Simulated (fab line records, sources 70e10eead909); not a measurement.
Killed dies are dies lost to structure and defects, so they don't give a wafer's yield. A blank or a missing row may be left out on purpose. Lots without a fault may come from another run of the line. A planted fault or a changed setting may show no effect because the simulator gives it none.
Which tool did it? | flow nand_harc | 15 lots, 45 wafers sampled, at 1 step of a route of 1159

WHAT THE GAUGES READ, wafer by wafer
NHARC_P_GATE_INSPECT_28.
lot  | measured     | on                | raw_defect_count
L441 | day 5 06:40  | defect_inspect-01 | 2 2 8
L440 | day 5 06:50  | defect_inspect-02 | 7 6 9
L443 | day 5 18:04  | defect_inspect-01 | 16 12 8
L444 | day 6 10:33  | defect_inspect-01 | 8 10 5
L445 | day 6 10:44  | defect_inspect-02 | 3 5 9
L450 | day 7 21:44  | defect_inspect-02 | 6 9 5
L452 | day 7 22:23  | defect_inspect-01 | 8 10 4
L449 | day 7 23:03  | defect_inspect-01 | 1 4 3
L453 | day 8 11:55  | defect_inspect-02 | 8 1 12
L454 | day 8 11:56  | defect_inspect-02 | 4 10 0
L456 | day 9 01:03  | defect_inspect-02 | 7 5 5
L455 | day 9 01:21  | defect_inspect-02 | 8 4 4
L457 | day 9 06:21  | defect_inspect-01 | 5 10 12
L458 | day 9 14:32  | defect_inspect-01 | 2 2 8
L461 | day 10 05:55 | defect_inspect-01 | 7 5 4

WHICH TOOL RAN EACH LOT (tool, then ch and the chambers of the sampled wafers, then the start)
The record holds no process step before these readings.

WHAT THE TOOLS THEMSELVES READ (means of the sampled wafers that have a number; where no wafer has one, the mark that the record gives instead)
The record holds no such reading with a usual standard deviation.

THE ANSWER, worked out from the rows above alone
Rule: what is usual is taken from the lots themselves. Put in order of their means at a reading, lots are off if they are a third of the lots or fewer, leave a main group of 4 or more, and stand apart from it by a gap of 3 or more times the standard deviation of the main group's means; of several such gaps the widest counts. A main group whose means are all the same, to the digits that the tables above print for the reading, isn't used. A lot without any number at a reading at which 4 lots or more have one is off too. The other lots that the step has rows for count as sound. The gauges are gone through in route order, then the tools' own readings, and for those a lot's mean is taken as printed above. The first step at which some lot is off is used, and at that step the reading that is off furthest; a lot without a number counts as furthest.
No lot is off at any reading shown: from this, nothing can be told.

WHAT THE SIMULATOR HAD PUT IN
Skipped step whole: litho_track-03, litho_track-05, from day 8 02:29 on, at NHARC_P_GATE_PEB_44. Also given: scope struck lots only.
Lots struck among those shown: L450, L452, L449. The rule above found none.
